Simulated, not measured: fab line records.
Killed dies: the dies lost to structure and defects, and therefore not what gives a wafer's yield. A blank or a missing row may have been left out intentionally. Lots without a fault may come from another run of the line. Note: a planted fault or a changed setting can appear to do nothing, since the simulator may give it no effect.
Which of the tools did it? -- flow n5_finfet -- 36 wafers from 12 lots sampled at 5 of the route's 1938 steps

## WHAT EACH GAUGE READ, for each wafer
No reading from a measuring or inspecting step in the record can be judged against a usual standard deviation.

## WHICH TOOL RAN EACH LOT (tool, then ch and the chambers of the sampled wafers, then the start)
lot,N5_MOL_CONTACT_COAG_SPUTTER_130,N5_MIM_BOT_ETCH_ETCH_03,N5_PASSIVATION_SPUTTER_20,N5_PASSIVATION_DESCUM_46,N5_PASSIVATION_PROBE_49
L389,"pvd_sputter-03, day 5 01:49","rie_metal-03 ch 0,1, day 11 16:13","pvd_sputter-01, day 11 19:59","rie_diel-02 ch 1,2,3, day 11 22:58",-
L388,"pvd_sputter-03, day 5 01:58","rie_metal-03 ch 1, day 11 15:11","pvd_sputter-02, day 11 17:34","rie_diel-04 ch 2,3, day 11 19:58",-
L390,"pvd_sputter-03, day 5 08:14","rie_metal-01 ch 0,1, day 11 19:34","pvd_sputter-02, day 11 22:10","rie_diel-06 ch 0,1,2, day 12 00:52",-
L391,"pvd_sputter-01, day 5 21:31","rie_metal-01 ch 0,1, day 12 14:00","pvd_sputter-02, day 12 16:58","rie_diel-04 ch 0,2,3, day 12 19:23","prober-02, day 12 22:31"
L393,"pvd_sputter-02, day 6 08:01","rie_metal-01 ch 0,1, day 13 04:29","pvd_sputter-01, day 13 07:17","rie_diel-06 ch 1,2, day 13 10:00",-
L394,"pvd_sputter-03, day 6 11:28","rie_metal-03 ch 0,1, day 13 09:24","pvd_sputter-01, day 13 12:36","rie_diel-06 ch 1,2,3, day 13 15:05","prober-02, day 13 18:08"
L395,"pvd_sputter-03, day 6 14:19","rie_metal-03 ch 0,1, day 13 20:55","pvd_sputter-01, day 14 00:14","rie_diel-06 ch 2,3, day 14 02:52","prober-01, day 14 06:04"
L399,"pvd_sputter-03, day 7 22:24","rie_metal-03 ch 0,1, day 14 15:46","pvd_sputter-01, day 14 18:04","rie_diel-02 ch 0,2,3, day 14 21:37","prober-01, day 15 00:42"
L400,"pvd_sputter-03, day 8 03:01","rie_metal-01 ch 1, day 14 12:35","pvd_sputter-03, day 14 15:02","rie_diel-02 ch 0,2, day 14 17:28","prober-01, day 14 20:36"
L406,"pvd_sputter-02, day 9 14:19","rie_metal-02 ch 0,1, day 15 22:41","pvd_sputter-01, day 16 02:58","rie_diel-04 ch 0,2,3, day 16 06:04","prober-01, day 16 09:06"
L410,"pvd_sputter-03, day 10 13:16","rie_metal-01 ch 0,1, day 17 09:20","pvd_sputter-03, day 17 12:22","rie_diel-06 ch 0,2,3, day 17 15:00",-
L411,"pvd_sputter-01, day 10 16:32","rie_metal-03 ch 0,1, day 17 09:29","pvd_sputter-02, day 17 13:16","rie_diel-06 ch 0,1,3, day 17 15:54","prober-02, day 17 19:52"
- N5_MOL_CONTACT_COAG_SPUTTER_130: material Co, target thk 47.5 nm.
- N5_MIM_BOT_ETCH_ETCH_03: etches the open film in Cl2/BCl3, target depth 12 nm.
- N5_PASSIVATION_SPUTTER_20: material TaN, target thk 50 nm.
- N5_PASSIVATION_DESCUM_46: chemistry O2, time 7.9 s.
- N5_PASSIVATION_PROBE_49

## WHAT THE TOOLS THEMSELVES READ (means of the sampled wafers that have a number; where no wafer has one, the mark that the record gives instead)
N5_MOL_CONTACT_COAG_SPUTTER_130.
lot,tool,throttle_valve_pct (%)
L389,pvd_sputter-03,29.8
L388,pvd_sputter-03,29.7
L390,pvd_sputter-03,30.2
L391,pvd_sputter-01,29.7
L393,pvd_sputter-02,30.1
L394,pvd_sputter-03,30.0
L395,pvd_sputter-03,29.9
L399,pvd_sputter-03,30.0
L400,pvd_sputter-03,30.1
L406,pvd_sputter-02,30.4
L410,pvd_sputter-03,29.9
L411,pvd_sputter-01,30.1

N5_MIM_BOT_ETCH_ETCH_03.
lot,tool,drypump_motor_current_A (A),he_backside_leak_sccm (sccm),oes_product_au (a.u.),throttle_valve_pct (%)
L389,rie_metal-03,5.90,3.42,0.93,27.68
L388,rie_metal-03,6.15,3.42,0.83,27.50
L390,rie_metal-01,6.19,3.40,0.71,27.65
L391,rie_metal-01,5.94,3.55,0.67,27.63
L393,rie_metal-01,6.17,3.41,0.70,27.64
L394,rie_metal-03,6.02,3.40,0.86,27.60
L395,rie_metal-03,5.87,3.49,0.90,27.69
L399,rie_metal-03,6.02,3.48,0.85,27.61
L400,rie_metal-01,5.72,3.44,0.61,27.64
L406,rie_metal-02,5.92,3.40,0.76,27.73
L410,rie_metal-01,6.14,3.44,0.80,27.58
L411,rie_metal-03,5.99,3.42,0.83,27.62

N5_PASSIVATION_SPUTTER_20.
lot,tool,throttle_valve_pct (%)
L389,pvd_sputter-01,30.5
L388,pvd_sputter-02,30.0
L390,pvd_sputter-02,29.8
L391,pvd_sputter-02,30.0
L393,pvd_sputter-01,29.7
L394,pvd_sputter-01,29.6
L395,pvd_sputter-01,29.7
L399,pvd_sputter-01,30.1
L400,pvd_sputter-03,30.4
L406,pvd_sputter-01,30.3
L410,pvd_sputter-03,30.1
L411,pvd_sputter-02,30.2

N5_PASSIVATION_DESCUM_46.
lot,tool,drypump_motor_current_A (A),oes_product_au (a.u.),rf_vpp_V (V),showerhead_plenum_p_Torr (Torr),throttle_valve_pct (%)
L389,rie_diel-02,5.8,0.84,243.8,2.12,20.37
L388,rie_diel-04,5.4,0.80,244.2,2.10,20.34
L390,rie_diel-06,5.7,0.78,243.6,2.07,20.42
L391,rie_diel-04,5.6,0.79,242.9,2.10,20.20
L393,rie_diel-06,5.8,0.81,242.1,2.06,20.46
L394,rie_diel-06,5.4,0.85,242.2,2.07,20.39
L395,rie_diel-06,5.7,0.84,242.6,2.04,20.38
L399,rie_diel-02,5.3,0.82,244.5,2.17,20.40
L400,rie_diel-02,5.0,0.79,244.6,2.13,20.53
L406,rie_diel-04,5.6,0.77,243.5,2.09,20.25
L410,rie_diel-06,5.6,0.85,241.9,2.03,20.30
L411,rie_diel-06,5.4,0.87,242.5,2.06,20.31

N5_PASSIVATION_PROBE_49.
lot,tool,killed_at_M0_to_M3,killed_at_M4_up,killed_at_contacts,killed_at_front_end,killed_at_other,killed_dies,killed_open,killed_short
L391,prober-02,38,15,8,25,7.7,94,62,30
L394,prober-02,24,15,11,36,3.0,89,58,30
L395,prober-01,32,10,14,42,4.0,102,62,40
L399,prober-01,23,17,84,40,7.7,172,65,32
L400,prober-01,44,9,50,37,2.7,143,71,36
L406,prober-01,38,9,15,31,3.3,96,60,35
L411,prober-02,29,8,12,41,1.0,91,60,31

## THE ANSWER, worked out from the rows above alone
Rule: the usual values come from the lots themselves. The widest of any qualifying gaps counts: lots, ordered by their means at a reading, are off when they make up no more than a third of the lots, leave a main group of 4 or more, and stand apart from it by 3 or more times the standard deviation of that group's means. The tables above print the reading to a certain number of digits; a main group whose means all agree to those digits is not used. A lot without any number at a reading at which 4 lots or more have one is off too. Any other lot the step has rows for is counted as sound. The gauges are gone through in route order, then the tools' own readings, and for those a lot's mean is taken as printed above. At the first step where some lot is off, the reading lying furthest off is the one used; lots without a number count as furthest.
Off, at N5_PASSIVATION_PROBE_49 on killed_at_contacts: L399, L400. The main group has a mean of 12 with a standard deviation of 2.4. Neither off nor sound, because the step has no rows for them: L389, L388, L390, L393, L410.
If a tool, at that step or one of the process steps before it, ran each lot that is off and ran no sound lot following the first of them, it fits. 2 tools fit, pvd_sputter-03 at N5_MOL_CONTACT_COAG_SPUTTER_130 and rie_diel-02 at N5_PASSIVATION_DESCUM_46, so this cannot tell which one it is.

## WHAT THE SIMULATOR PUT IN
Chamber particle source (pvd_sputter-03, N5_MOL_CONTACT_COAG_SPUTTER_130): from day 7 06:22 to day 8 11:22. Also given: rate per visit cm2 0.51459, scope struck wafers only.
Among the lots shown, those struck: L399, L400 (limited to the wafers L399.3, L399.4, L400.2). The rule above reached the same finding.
